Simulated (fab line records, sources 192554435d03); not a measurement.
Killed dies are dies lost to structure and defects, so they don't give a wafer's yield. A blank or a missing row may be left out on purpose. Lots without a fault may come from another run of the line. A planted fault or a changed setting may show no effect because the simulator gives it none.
fab line records | flow n5_finfet
record lots=11 wafers=33 last_day=19
route steps=1938 shown SDB@363 DUMMY_REMOVAL@381 HKMG_FIN@412 PASSIVATION@1936
lots that met no fault: from a run of the same line without faults
start_h: hours from the record's first day to the start of the lot's first wafer shown | wait_h: hours since the lot's step before | " the same as in the row above | L1.1+2: a row that stands for several wafers | - no value, or no start given | * or withheld: withheld | < > ~ a bound
route shown NAME@n: a module of which the file shows steps, and the number in the route of the first | usual: mean/standard deviation of fault-free wafers | same: alike in all rows | chamber/n: place in a boat | sites: the reading at each site | _std_site: their standard deviation | _edge_site: outer sites' mean less inner sites' | radius_mm: how far each site lies from the wafer's centre | mask NAME#n: copy n | behind: the tool/chamber that last shaped the wafer | hold: why the lot was held/for how many hours/how that ended | device: the transistor (n, p or np) that didn't switch | end of line: the same wafers' tests at the end of the route | a step without rows: its recipe alone | killed: dies lost to structure and defects at the first sort, not the wafer's yield | map: a wafer's dies, x killed, . not, _ none there
set.NAME: the setting as run; set.NAME@STEP: as run at that earlier step | model.NAME: the simulator's own value behind a step, which no gauge read
steps of the route over a sample of lots; a table a step, a row a wafer
services: from which hour (start_h, from the record's first day; less than 0 if before it) a tool's chamber was out of use, for how many hours, and why
## steps
# step N5_SDB_STRIP_21
# recipe chemistry=CF4 resist=SiARC power_w=300 bias_power_w=75 pressure_mtorr=50 cf4_flow_sccm=150 rf_frequency_hz=6e+07
# usual drypump_motor_current_A=5.5/0.34 oes_product_au=0.76/0.065 rf_vpp_V=271.3/1.4 showerhead_plenum_p_Torr=1.80/0.049 throttle_valve_pct=13.73/0.2
# columns lot.wafer tool chamber start_h wait_h drypump_motor_current_A oes_product_au rf_hours_counter_h rf_vpp_V showerhead_plenum_p_Torr throttle_valve_pct
L917.1 rie_diel-06 0 68.89 0.0 5.2 0.74 162 273.7 1.87 13.91
L917.3 " 3 " " 5.9 0.78 127 270.0 1.74 13.65
L917.5 " 3 " " 5.9 0.78 - 269.0 1.74 13.64
L918.2 rie_diel-02 1 73.37 0.0 5.2 0.79 107 272.4 1.82 13.55
L918.4 " 2 " " 5.3 0.73 167 269.8 1.73 14.05
L918.6 " 3 " " 5.1 0.75 - 272.8 1.86 13.86
L919.1 rie_diel-06 2 78.23 0.0 5.1 0.72 164 271.9 1.85 13.63
L919.4 " 0 " " 5.2 0.74 166 270.7 1.87 13.94
L919.6 " 2 " " 5.1 0.72 - 272.6 1.85 13.63
L921.2 rie_diel-02 2 95.94 0.0 5.3 0.73 177 269.1 1.73 14.08
L921.4 " 2 " " 5.3 0.72 - 269.9 1.73 14.05
L921.6 " 2 " " 5.3 0.73 - 269.9 1.73 14.06
L923.1 rie_diel-06 1 104.79 0.0 5.2 0.70 236 270.4 1.77 13.81
L923.3 " 3 " " 5.9 0.76 139 269.4 1.74 13.69
L923.5 " 0 " " 5.2 0.73 - 272.2 1.87 13.94
L932.1 rie_diel-02 0 160.94 0.0 6.1 0.77 148 270.2 1.72 13.52
L932.4 " 1 " " 5.2 0.75 139 272.6 1.81 13.63
L932.6 " 1 " " 5.2 0.76 - 271.0 1.81 13.63
L933.3 rie_diel-02 0 161.36 0.0 6.1 0.76 148 269.9 1.72 13.53
L933.4 " 2 " " 5.3 0.71 - 269.3 1.72 14.10
L933.6 " 0 " " 6.1 0.77 - 270.2 1.72 13.52
L937.3 rie_diel-06 2 185.58 0.0 5.1 0.70 204 271.4 1.84 13.71
L937.5 " 0 " " 5.2 0.71 - 273.1 1.86 14.00
L937.6 " 3 " " 5.9 0.74 - 269.1 1.73 13.76
L938.2 rie_diel-01 3 193.68 0.0 5.7 0.72 192 272.7 1.78 13.85
L938.5 " 1 " " 5.7 0.88 - 271.5 1.83 13.46
L938.6 " 0 " " 5.7 0.82 - 271.2 1.80 13.53
L939.1 rie_diel-06 0 199.36 0.0 5.2 0.71 213 271.9 1.85 14.02
L939.2 " 2 " " 5.1 0.69 210 273.1 1.84 13.74
L939.5 " 0 " " 5.2 0.70 - 273.0 1.85 14.03
L940.3 rie_diel-02 1 207.14 0.0 5.3 0.74 153 270.6 1.80 13.64
L940.4 " 3 " " 5.1 0.73 191 272.9 1.85 13.97
L940.5 " 0 " " 6.1 0.75 - 269.6 1.72 13.56
# step N5_SDB_HM_OPEN_20
# recipe chemistry=CH3F/O2 target=SiNx mask_material=SOC target_depth_a=240 stop_on=poly-Si over_etch_frac=0.4 ion_energy_ev=120 pressure_mtorr=30 source_w=395 bias_w=73 Ar_flow_sccm=150 CH3F_flow_sccm=30 O2_flow_sccm=20
# usual drypump_motor_current_A=5.5/0.34 oes_o_777_au=0.77/0.065 oes_product_au=0.63/0.055 rf_vpp_V=297/6.2 showerhead_plenum_p_Torr=2.01/0.063 throttle_valve_pct=16.51/0.18
# columns lot.wafer tool chamber start_h wait_h drypump_motor_current_A oes_o_777_au oes_product_au rf_hours_counter_h rf_vpp_V showerhead_plenum_p_Torr throttle_valve_pct
L917.1 rie_diel-06 0 68.91 0.0 5.2 0.77 0.61 162 291 2.08 16.64
L917.3 " 3 " " 5.9 0.80 0.65 127 288 1.94 16.40
L917.5 " 3 " " 5.9 0.80 0.65 - 288 1.94 16.40
L918.2 rie_diel-02 1 73.39 0.0 5.3 0.79 0.66 107 294 2.01 16.28
L918.4 " 2 " " 5.3 0.74 0.62 167 306 1.91 16.77
L918.6 " 3 " " 5.1 0.76 0.63 - 309 2.09 16.70
L919.1 rie_diel-06 2 78.25 0.0 5.1 0.71 0.59 164 300 2.10 16.49
L919.4 " 0 " " 5.2 0.77 0.61 166 292 2.08 16.64
L919.6 " 2 " " 5.1 0.72 0.60 - 299 2.10 16.50
L921.2 rie_diel-02 2 95.97 0.0 5.3 0.74 0.60 177 305 1.91 16.79
L921.4 " 2 " " 5.3 0.73 0.61 - 306 1.91 16.78
L921.6 " 2 " " 5.3 0.74 0.61 - 305 1.91 16.80
L923.1 rie_diel-06 1 104.81 0.0 5.2 0.69 0.56 236 301 1.99 16.60
L923.3 " 3 " " 5.9 0.79 0.64 139 288 1.93 16.41
L923.5 " 0 " " 5.2 0.76 0.61 - 292 2.08 16.65
L932.1 rie_diel-02 0 160.96 0.0 6.1 0.77 0.63 148 293 1.93 16.30
L932.4 " 1 " " 5.2 0.76 0.62 139 294 2.00 16.34
L932.6 " 1 " " 5.2 0.75 0.62 - 292 2.00 16.31
L933.3 rie_diel-02 0 161.38 0.0 6.2 0.76 0.62 148 290 1.93 16.31
L933.4 " 2 " " 5.3 0.72 0.59 - 303 1.90 16.83
L933.6 " 0 " " 6.2 0.77 0.64 - 293 1.93 16.27
L937.3 rie_diel-06 2 185.60 0.0 5.2 0.69 0.57 204 297 2.08 16.56
L937.5 " 0 " " 5.2 0.74 0.60 - 291 2.07 16.73
L937.6 " 3 " " 5.9 0.77 0.62 - 286 1.92 16.48
L938.2 rie_diel-01 3 193.70 0.0 5.7 0.74 0.59 192 301 1.99 16.59
L938.5 " 1 " " 5.7 0.88 0.74 - 305 2.04 16.24
L938.6 " 0 " " 5.8 0.82 0.68 - 301 2.03 16.44
L939.1 rie_diel-06 0 199.38 0.0 5.2 0.73 0.59 213 292 2.06 16.73
L939.2 " 2 " " 5.1 0.69 0.58 210 297 2.08 16.59
L939.5 " 0 " " 5.2 0.73 0.59 - 292 2.06 16.72
L940.3 rie_diel-02 1 207.16 0.0 5.2 0.75 0.63 153 292 2.00 16.36
L940.4 " 3 " " 5.1 0.73 0.62 191 307 2.07 16.79
L940.5 " 0 " " 6.1 0.75 0.64 - 292 1.92 16.32
# step N5_DUMMY_REMOVAL_INSPECT_06
# recipe inspect_instrument=brightfield mode=aei
# usual raw_defect_count=12/5.6
# columns lot.wafer tool chamber start_h wait_h raw_defect_count
L917.1 defect_inspect-01 - 73.56 0.0 19
L917.3 " - " " 12
L917.5 " - " " 19
L918.2 defect_inspect-02 - 77.61 0.0 10
L918.4 " - " " 4
L918.6 " - " " 9
L919.1 defect_inspect-01 - 82.16 0.0 4
L919.4 " - " " 10
L919.6 " - " " 14
L921.2 defect_inspect-02 - 100.00 0.0 4
L921.4 " - " " 18
L921.6 " - " " 15
L923.1 defect_inspect-02 - 109.18 0.0 12
L923.3 " - " " 15
L923.5 " - " " 8
L932.1 defect_inspect-01 - 164.86 0.0 8
L932.4 " - " " 8
L932.6 " - " " 10
L933.3 defect_inspect-01 - 165.24 0.0 9
L933.4 " - " " 8
L933.6 " - " " 10
L937.3 defect_inspect-02 - 189.77 0.0 16
L937.5 " - " " 14
L937.6 " - " " 15
L938.2 defect_inspect-01 - 198.24 0.0 16
L938.5 " - " " 9
L938.6 " - " " 20
L939.1 defect_inspect-01 - 203.35 0.0 11
L939.2 " - " " 14
L939.5 " - " " 13
L940.3 defect_inspect-02 - 211.02 0.0 7
L940.4 " - " " 12
L940.5 " - " " 10
# step N5_HKMG_FIN_ALD_79
# recipe material=TiN target_thk_a=15 temp_c=400 ald_precursor_family=TiCl4 ald_co_reactant=NH3 pulse_time_s=1 purge_time_s=3 co_reactant_purge_time_s=2 co_reactant_pulse_time_s=2 ald_cycles=68 pressure_torr=3
# usual ald_cycles=68/0 chamber_pressure_Torr=3.000/0.0076 co_reactant_pulse_time_s=2/0 heater_power_w=885/110 precursor_pulse_height_rel=0.999/0.02
# columns lot.wafer tool chamber start_h wait_h ald_cycles chamber_pressure_Torr co_reactant_pulse_time_s heater_power_w precursor_pulse_height_rel
L917.1 ald_metal-01 1 76.65 0.0 68 2.996 2 793 1.021
L917.3 " 0 " " 68 3.008 2 748 1.000
L917.5 " 2 " " 68 2.994 2 936 0.981
L918.2 ald_metal-01 0 80.37 0.0 68 3.012 2 739 0.986
L918.4 " 1 " " 68 3.017 2 780 1.038
L918.6 " 0 " " 68 2.992 2 735 1.016
L919.1 ald_metal-03 0 84.96 0.0 68 3.000 2 759 1.028
L919.4 " 1 " " 68 3.001 2 896 1.004
L919.6 " 0 " " 68 2.996 2 771 0.997
L921.2 ald_metal-04 2 102.94 0.0 68 2.986 2 1102 0.985
L921.4 " 1 " " 68 2.997 2 901 0.979
L921.6 " 2 " " 68 3.007 2 1105 0.995
L923.1 ald_metal-03 3 112.27 0.0 68 3.001 2 832 1.026
L923.3 " 0 " " 68 2.997 2 770 0.993
L923.5 " 2 " " 68 3.020 2 838 1.055
L932.1 ald_metal-01 3 167.70 0.0 - - - - -
L932.4 " 2 " " - - - - -
L932.6 " 3 " " - - - - -
L933.3 ald_metal-03 3 168.44 0.0 - - - - -
L933.4 " 0 " " - - - - -
L933.6 " 1 " " - - - - -
L937.3 ald_metal-01 3 192.92 0.0 68 2.991 2 908 0.986
L937.5 " 0 " " 68 2.992 2 748 0.967
L937.6 " 3 " " 68 2.991 2 899 0.991
L938.2 ald_metal-01 3 201.01 0.0 68 2.998 2 928 0.992
L938.5 " 1 " " 68 3.000 2 758 0.994
L938.6 " 0 " " 68 2.997 2 750 1.027
L939.1 ald_metal-01 0 206.19 0.0 68 2.991 2 745 0.971
L939.2 " 1 " " 68 3.003 2 746 1.011
L939.5 " 0 " " 68 2.992 2 756 1.014
L940.3 ald_metal-04 1 213.85 0.0 68 2.996 2 946 0.997
L940.4 " 2 " " 68 2.998 2 1126 1.014
L940.5 " 1 " " 68 3.008 2 933 0.989
# step N5_PASSIVATION_PROBE_49
# usual killed_at_M0_to_M3=35/12 killed_at_M4_up=13/5.8 killed_at_contacts=12/5.5 killed_at_front_end=36/9.9 killed_at_other=4/3.7 killed_dies=101/18 killed_on_rim=13/4.1 killed_open=66/13 killed_short=33/8
# same gross_dies=1180 killed_at_back_side=0
# columns lot.wafer tool chamber start_h wait_h killed_at_M0_to_M3 killed_at_M4_up killed_at_contacts killed_at_front_end killed_at_other killed_dies killed_on_rim killed_open killed_short
L917.1 prober-01 - 270.78 0.0 27 14 14 27 1 83 13 62 21
L917.3 prober-01 - 270.88 0.1 31 17 11 28 5 92 17 68 24
L917.5 prober-01 - 270.98 0.2 26 13 9 32 0 80 12 42 38
L919.1 prober-01 - 290.74 0.0 36 7 11 56 6 116 13 76 40
L919.4 prober-01 - 290.89 0.2 38 20 12 48 7 125 22 85 40
L919.6 prober-01 - 290.99 0.3 23 10 19 42 8 102 13 61 35
L918.2 prober-01 - 299.99 0.1 40 23 23 55 5 146 26 93 53
L918.4 prober-01 - 300.09 0.2 44 17 8 52 2 123 7 83 38
L918.6 prober-01 - 300.19 0.3 47 19 13 46 1 126 15 83 41
L921.2 prober-02 - 308.15 0.1 26 8 7 32 2 75 14 45 29
L921.4 prober-02 - 308.25 0.2 34 12 7 41 1 95 12 53 41
L921.6 prober-02 - 308.35 0.3 29 15 14 36 5 99 13 61 36
L923.1 prober-02 - 325.76 0.0 20 17 7 48 5 97 15 73 17
L923.3 prober-02 - 325.86 0.1 19 10 7 50 10 96 8 73 19
L923.5 prober-02 - 325.96 0.2 29 10 5 58 3 105 13 69 27
L933.3 prober-02 - 377.18 0.1 37 7 13 402 12 471 24 58 32
L933.4 prober-02 - 377.23 0.2 37 8 8 437 11 501 20 60 31
L933.6 prober-02 - 377.33 0.3 22 13 18 392 15 460 83 64 39
L938.2 prober-01 - 417.78 0.1 24 11 5 25 7 72 11 54 18
L938.5 prober-01 - 417.93 0.2 29 17 8 22 1 77 7 55 21
L938.6 prober-01 - 417.98 0.3 48 17 7 37 6 115 17 78 31
L939.1 prober-01 - 428.96 0.0 24 16 12 30 3 85 14 57 27
L939.2 prober-01 - 429.01 0.1 41 16 5 39 11 112 12 75 37
L939.5 prober-01 - 429.16 0.2 42 16 15 44 6 123 9 90 31
L937.3 prober-02 - 429.58 0.1 25 12 8 32 1 78 13 43 32
L937.5 prober-02 - 429.68 0.2 20 7 10 36 7 80 14 52 26
L937.6 prober-02 - 429.73 0.3 38 13 11 39 1 102 9 67 34
L940.3 prober-02 - 448.33 0.1 22 3 9 32 2 68 4 38 28
L940.4 prober-02 - 448.38 0.2 45 10 20 54 2 131 16 93 38
L940.5 prober-02 - 448.43 0.2 39 14 18 32 2 105 16 65 38
# killed by level:class
L917.1 MOL_CONTACT_COAG:geometric_particle:open=13 GATE_CUT:geometric_particle:open=7 BEOL_M4:geometric_particle:open=7 STI_FIN_REVEAL:geometric_particle:open=6 BEOL_M3:geometric_particle:open=6 FIN_SAQP:geometric_particle:short=4 BEOL_M0_SAQP:geometric_particle:short=4 BEOL_M0_SAQP:geometric_particle:open=4
L917.3 BEOL_M0_SAQP:geometric_particle:open=11 MOL_CONTACT_COAG:geometric_particle:open=9 BEOL_M4:geometric_particle:open=8 BEOL_M3:geometric_particle:open=6 FIN_SAQP:geometric_particle:open=5 BEOL_M1:geometric_particle:open=5 STARTING-WAFER:geometric_particle:open=5 FIN_SAQP:geometric_particle:short=4
L917.5 GATE_CUT:geometric_particle:short=8 STI_FIN_REVEAL:geometric_particle:open=7 MOL_CONTACT_COAG:geometric_particle:open=7 BEOL_M0_SAQP:geometric_particle:short=7 BEOL_M4:geometric_particle:open=7 FIN_SAQP:geometric_particle:short=6 BEOL_M0_SAQP:geometric_particle:open=6 BEOL_M0:geometric_particle:open=5
L919.1 STI_FIN_REVEAL:geometric_particle:open=10 BEOL_M0_SAQP:geometric_particle:open=10 FIN_SAQP:geometric_particle:open=9 BEOL_M0_SAQP:geometric_particle:short=9 FIN_SAQP:geometric_particle:short=7 DUMMY_GATE:geometric_particle:open=7 MOL_CONTACT_COAG:geometric_particle:open=7 BEOL_M2:geometric_particle:open=6
L919.4 FIN_SAQP:geometric_particle:open=18 MOL_CONTACT_COAG:geometric_particle:open=9 BEOL_M0_SAQP:geometric_particle:short=9 BEOL_M2:geometric_particle:open=9 BEOL_M4:geometric_particle:open=8 BEOL_M1:geometric_particle:open=7 STARTING-WAFER:geometric_particle:short=7 FIN_SAQP:geometric_particle:short=6
L919.6 MOL_CONTACT_COAG:geometric_particle:open=14 FIN_SAQP:geometric_particle:short=11 DUMMY_GATE:geometric_particle:open=7 FIN_SAQP:geometric_particle:open=6 BEOL_M4:geometric_particle:open=6 HKMG_FIN:area_etch=6 MOL_CONTACT_COAG:geometric_particle:short=5 BEOL_M0_SAQP:geometric_particle:short=5
L918.2 MOL_CONTACT_COAG:geometric_particle:open=20 FIN_SAQP:geometric_particle:short=19 BEOL_M4:geometric_particle:open=14 FIN_SAQP:geometric_particle:open=13 BEOL_M3:geometric_particle:open=9 STI_FIN_REVEAL:geometric_particle:open=6 BEOL_M5:geometric_particle:open=6 BEOL_M0_SAQP:geometric_particle:open=6
L918.4 FIN_SAQP:geometric_particle:open=11 STI_FIN_REVEAL:geometric_particle:open=11 FIN_SAQP:geometric_particle:short=10 BEOL_M3:geometric_particle:open=9 DUMMY_GATE:geometric_particle:open=8 BEOL_M1:geometric_particle:open=8 BEOL_M3:geometric_particle:short=7 BEOL_M4:geometric_particle:open=7
L918.6 FIN_SAQP:geometric_particle:open=18 BEOL_M0_SAQP:geometric_particle:open=12 FIN_SAQP:geometric_particle:short=11 MOL_CONTACT_COAG:geometric_particle:open=7 BEOL_M2:geometric_particle:open=7 MOL_CONTACT_COAG:geometric_particle:short=6 BEOL_M1:geometric_particle:open=6 BEOL_M0_SAQP:geometric_particle:short=5
L921.2 GATE_CUT:geometric_particle:short=7 BEOL_M0_SAQP:geometric_particle:open=7 BEOL_M0_SAQP:geometric_particle:short=6 STARTING-WAFER:geometric_particle:short=6 STI_FIN_REVEAL:geometric_particle:open=4 MOL_CONTACT_COAG:geometric_particle:open=4 BEOL_M2:geometric_particle:open=4 BEOL_M3:geometric_particle:open=4
L921.4 FIN_SAQP:geometric_particle:short=11 BEOL_M3:geometric_particle:open=9 BEOL_M0_SAQP:geometric_particle:open=7 STARTING-WAFER:geometric_particle:short=6 BEOL_M0_SAQP:geometric_particle:short=5 FIN_SAQP:geometric_particle:open=4 MOL_CONTACT_COAG:geometric_particle:open=4 BEOL_M2:geometric_particle:open=4
L921.6 MOL_CONTACT_COAG:geometric_particle:open=11 GATE_CUT:geometric_particle:short=9 BEOL_M0_SAQP:geometric_particle:short=8 FIN_SAQP:geometric_particle:open=7 FIN_SAQP:geometric_particle:short=6 STI_FIN_REVEAL:geometric_particle:open=6 BEOL_M2:geometric_particle:open=6 BEOL_M1:geometric_particle:open=4
L923.1 STI_FIN_REVEAL:geometric_particle:open=19 BEOL_M3:geometric_particle:open=10 BEOL_M4:geometric_particle:open=8 HKMG_FIN:area_etch=7 MOL_CONTACT_COAG:geometric_particle:open=6 DUMMY_GATE:geometric_particle:open=5 FIN_SAQP:geometric_particle:open=4 PASS1_DEP:geometric_particle:open=4
L923.3 STI_FIN_REVEAL:geometric_particle:open=19 DUMMY_GATE:geometric_particle:open=8 BEOL_M0_SAQP:geometric_particle:open=8 MOL_CONTACT_COAG:geometric_particle:open=7 FIN_SAQP:geometric_particle:open=6 BEOL_M3:geometric_particle:open=4 BEOL_M4:geometric_particle:open=4 ILD0:geometric_particle:open=3
L923.5 STI_FIN_REVEAL:geometric_particle:open=16 BEOL_M3:geometric_particle:open=14 HKMG_FIN:area_etch=9 FIN_SAQP:geometric_particle:short=6 BEOL_M0_SAQP:geometric_particle:open=6 FIN_SAQP:geometric_particle:open=5 MOL_CONTACT_COAG:geometric_particle:open=5 DUMMY_GATE:geometric_particle:open=4
L933.3 HKMG_FIN:area_ald=381 MOL_CONTACT_COAG:geometric_particle:open=11 BEOL_M0_SAQP:geometric_particle:short=9 FIN_SAQP:geometric_particle:short=5 BEOL_M0_SAQP:geometric_particle:open=5 BEOL_M0:geometric_particle:open=5 BEOL_M1:geometric_particle:open=5 BEOL_M2:geometric_particle:open=5
L933.4 HKMG_FIN:area_ald=407 BEOL_M3:geometric_particle:open=12 FIN_SAQP:geometric_particle:open=8 FIN_SAQP:geometric_particle:short=7 BEOL_M2:geometric_particle:open=7 MOL_CONTACT_COAG:geometric_particle:open=6 BEOL_M1:geometric_particle:open=5 GATE_CUT:geometric_particle:short=5
L933.6 HKMG_FIN:area_ald=356 MOL_CONTACT_COAG:geometric_particle:open=17 FIN_SAQP:geometric_particle:short=11 FIN_SAQP:geometric_particle:open=8 BEOL_M0_SAQP:geometric_particle:short=6 BEOL_M3:geometric_particle:open=6 BEOL_M4:geometric_particle:open=5 MIM_BOT:geometric_particle:short=5
L938.2 BEOL_M0:geometric_particle:open=7 BEOL_M4:geometric_particle:open=7 FIN_SAQP:geometric_particle:open=6 STI_FIN_REVEAL:geometric_particle:open=5 BEOL_M0_SAQP:geometric_particle:short=4 BEOL_M1:geometric_particle:open=4 PASS1_CAP:geometric_particle:short=4 STARTING-WAFER:geometric_particle:open=4
L938.5 BEOL_M1:geometric_particle:open=10 BEOL_M3:geometric_particle:open=7 FIN_SAQP:geometric_particle:open=5 MOL_CONTACT_COAG:geometric_particle:open=5 FIN_SAQP:geometric_particle:short=4 BEOL_M4:geometric_particle:open=4 STARTING-WAFER:geometric_particle:open=4 STI_FIN_REVEAL:geometric_particle:open=3
L938.6 FIN_SAQP:geometric_particle:open=13 BEOL_M0_SAQP:geometric_particle:short=13 BEOL_M1:geometric_particle:open=12 BEOL_M4:geometric_particle:open=12 BEOL_M3:geometric_particle:open=7 MOL_CONTACT_COAG:geometric_particle:open=6 BEOL_M0_SAQP:geometric_particle:open=6 FIN_SAQP:geometric_particle:short=5
L939.1 BEOL_M2:geometric_particle:open=9 MOL_CONTACT_COAG:geometric_particle:open=7 BEOL_M4:geometric_particle:open=6 STI_FIN_REVEAL:geometric_particle:open=5 GATE_CUT:geometric_particle:short=5 MOL_CONTACT_COAG:geometric_particle:short=5 STARTING-WAFER:geometric_particle:short=4 FIN_SAQP:geometric_particle:short=3
L939.2 STI_FIN_REVEAL:geometric_particle:open=13 BEOL_M0_SAQP:geometric_particle:short=11 BEOL_M2:geometric_particle:open=11 BEOL_M1:geometric_particle:open=9 BEOL_M4:geometric_particle:open=9 FIN_SAQP:geometric_particle:short=8 PASS1_CAP:geometric_particle:open=6 MOL_CONTACT_COAG:geometric_particle:open=4
L939.5 FIN_SAQP:geometric_particle:open=15 MOL_CONTACT_COAG:geometric_particle:open=11 BEOL_M2:geometric_particle:open=11 BEOL_M1:geometric_particle:open=9 BEOL_M4:geometric_particle:open=7 DUMMY_GATE:geometric_particle:open=6 BEOL_M0_SAQP:geometric_particle:open=6 FIN_SAQP:geometric_particle:short=5
L937.3 MOL_CONTACT_COAG:geometric_particle:open=8 STI_FIN_REVEAL:geometric_particle:open=6 FIN_SAQP:geometric_particle:short=5 BEOL_M0_SAQP:geometric_particle:short=5 BEOL_M0_SAQP:geometric_particle:open=5 FIN_SAQP:geometric_particle:open=4 STI_FIN_REVEAL:geometric_particle:short=3 ILD0:geometric_particle:short=3
L937.5 FIN_SAQP:geometric_particle:open=14 BEOL_M0_SAQP:geometric_particle:open=8 MOL_CONTACT_COAG:geometric_particle:open=7 STARTING-WAFER:geometric_particle:open=6 BEOL_M0_SAQP:geometric_particle:short=5 FIN_SAQP:geometric_particle:short=4 STI_FIN_REVEAL:geometric_particle:open=4 MOL_CONTACT_COAG:geometric_particle:short=3
L937.6 BEOL_M0_SAQP:geometric_particle:short=16 STI_FIN_REVEAL:geometric_particle:open=10 FIN_SAQP:geometric_particle:open=9 BEOL_M0_SAQP:geometric_particle:open=9 FIN_SAQP:geometric_particle:short=8 MOL_CONTACT_COAG:geometric_particle:open=8 BEOL_M4:geometric_particle:open=6 DUMMY_GATE:geometric_particle:open=4
L940.3 MOL_CONTACT_COAG:geometric_particle:open=7 BEOL_M0_SAQP:geometric_particle:open=7 STI_FIN_REVEAL:geometric_particle:open=5 DUMMY_GATE:geometric_particle:open=5 BEOL_M2:geometric_particle:open=5 FIN_SAQP:geometric_particle:short=4 BEOL_M0_SAQP:geometric_particle:short=4 FIN_SAQP:geometric_particle:open=3
L940.4 FIN_SAQP:geometric_particle:short=17 MOL_CONTACT_COAG:geometric_particle:open=16 STI_FIN_REVEAL:geometric_particle:open=12 BEOL_M0_SAQP:geometric_particle:open=12 BEOL_M1:geometric_particle:open=10 FIN_SAQP:geometric_particle:open=9 DUMMY_GATE:geometric_particle:open=8 BEOL_M3:geometric_particle:open=8
L940.5 MOL_CONTACT_COAG:geometric_particle:open=13 BEOL_M3:geometric_particle:open=8 BEOL_M0_SAQP:geometric_particle:short=7 STI_FIN_REVEAL:geometric_particle:open=7 FIN_SAQP:geometric_particle:short=6 BEOL_M2:geometric_particle:open=6 FIN_SAQP:geometric_particle:open=5 MOL_CONTACT_COAG:geometric_particle:short=5
## services
# columns tool chamber start_h hours kind
rie_diel-01 1 72.25 - clean
rie_diel-01 1 72.25 - consumable_replace:esc
rie_diel-01 1 72.25 - consumable_replace:focus_ring
rie_diel-01 1 72.25 27.6 scheduled_down
rie_diel-01 1 72.25 27.6 vent_cycle
ald_metal-04 - 74.98 1.2 pm
rie_diel-01 2 84.59 4.7 repair
rie_diel-02 0 92.12 4.1 repair
rie_diel-06 3 93.50 2.2 repair
ald_metal-01 1 102.83 12.1 repair
rie_diel-06 1 144.17 - clean
rie_diel-06 1 144.17 - consumable_replace:focus_ring
rie_diel-06 1 144.17 14.5 scheduled_down
rie_diel-06 1 144.17 14.5 vent_cycle
rie_diel-02 2 173.19 5.9 repair
rie_diel-06 1 176.21 35.1 repair
rie_diel-02 - 182.74 0.5 repair
ald_metal-04 - 185.82 0.5 repair
rie_diel-02 2 192.53 6.0 repair
## key
first_sign step=N5_HKMG_FIN_ALD_79 reading=tool_record direction=missing
effect step=N5_PASSIVATION_PROBE_49 reading=killed_at_front_end direction=up sigmas=38 usual=36 struck=410
more_kills_born_at N5_HKMG_FIN_ALD_79@ald_metal-03=1144
met_at N5_HKMG_FIN_ALD_79
struck_lots L932,L933
rows_end L932.1,L932.4,L932.6
tester_left_out L933
not_acting_at N5_SDB_STRIP_21,N5_SDB_HM_OPEN_20,N5_DUMMY_REMOVAL_INSPECT_06
onset_between 112.27 167.70
fault kind=skipped_step_whole tool=ald_metal-01,ald_metal-03 chamber=- onset_h=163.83 steps=N5_HKMG_FIN_ALD_79 scope=struck_lots_only
# tester_left_out: of these lots the tester's yield and bins aren't shown, on N5 and GAA mostly nor the transistor test; their killed dies are dies lost to structure and defects alone, not to doping, threshold or leakage, so they don't give the yield
# rows_end: these wafers met a further fault down the route, and their rows from its step on are left out
